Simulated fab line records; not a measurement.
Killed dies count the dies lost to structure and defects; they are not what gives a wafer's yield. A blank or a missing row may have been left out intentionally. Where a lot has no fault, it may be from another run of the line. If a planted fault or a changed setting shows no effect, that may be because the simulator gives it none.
Chamber matching + flow n5_finfet + 4 sister chambers for N5_GATE_CUT_DESCUM_18 on rie_diel-06
The step chemistry O2, time 7 s. 8 wafers are shown with their chamber, then 7 later ones without.

EACH WAFER AND ITS CHAMBER
| wafer  | chamber | showerhead_plenum_p_Torr (Torr) | drypump_motor_current_A (A) |
|--------|---------|---------------------------------|-----------------------------|
| L075.6 | 2       | 2.15                            | 4.8                         |
| L080.2 | 1       | 1.98                            | 5.2                         |
| L080.6 | 0       | 2.06                            | 5.3                         |
| L081.2 | 1       | 1.97                            | 5.1                         |
| L081.4 | 3       | 1.98                            | 5.3                         |
| L081.5 | 2       | 2.15                            | 4.8                         |
| L085.3 | 3       | 1.98                            | 5.3                         |
| L085.5 | 0       | 2.06                            | 5.3                         |

WAFERS MISSING THEIR CHAMBER
| wafer  | showerhead_plenum_p_Torr (Torr) | drypump_motor_current_A (A) |
|--------|---------------------------------|-----------------------------|
| L085.6 | 1.98                            | 5.2                         |
| L091.2 | 2.05                            | 5.3                         |
| L091.4 | 2.05                            | 5.4                         |
| L091.6 | 2.14                            | 4.8                         |
| L092.2 | 1.98                            | 5.3                         |
| L092.5 | 1.97                            | 5.3                         |
| L092.6 | 2.05                            | 5.4                         |

EACH ONE'S CHAMBER
| wafer  | from the rows above     | in truth |
|--------|-------------------------|----------|
| L085.6 | can't be placed: 1 or 3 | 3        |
| L091.2 | 0                       | 0        |
| L091.4 | 0                       | 0        |
| L091.6 | 2                       | 2        |
| L092.2 | 3                       | 3        |
| L092.5 | can't be placed: 3 or 1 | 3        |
| L092.6 | 0                       | 0        |
Correct placement for 5 of the 7. Unplaceable from these rows: 2, with the true chamber sitting among the candidates in 2. Placed wrongly: 0.
How it was worked out, from the rows above alone: a wafer's distance from a chamber is the root of the sum, over the readings, of the square of ((its reading less the chamber's mean) divided by the reading's scatter). The wafer belongs to the nearest chamber; if the next one is less than 2 further off, it can't be placed. For every chamber, the mean is computed from those of its wafers that are shown. The scatter: the root of (the sum of the squares of (reading less its chamber's mean) over the shown wafers, divided by (wafers less chambers)).
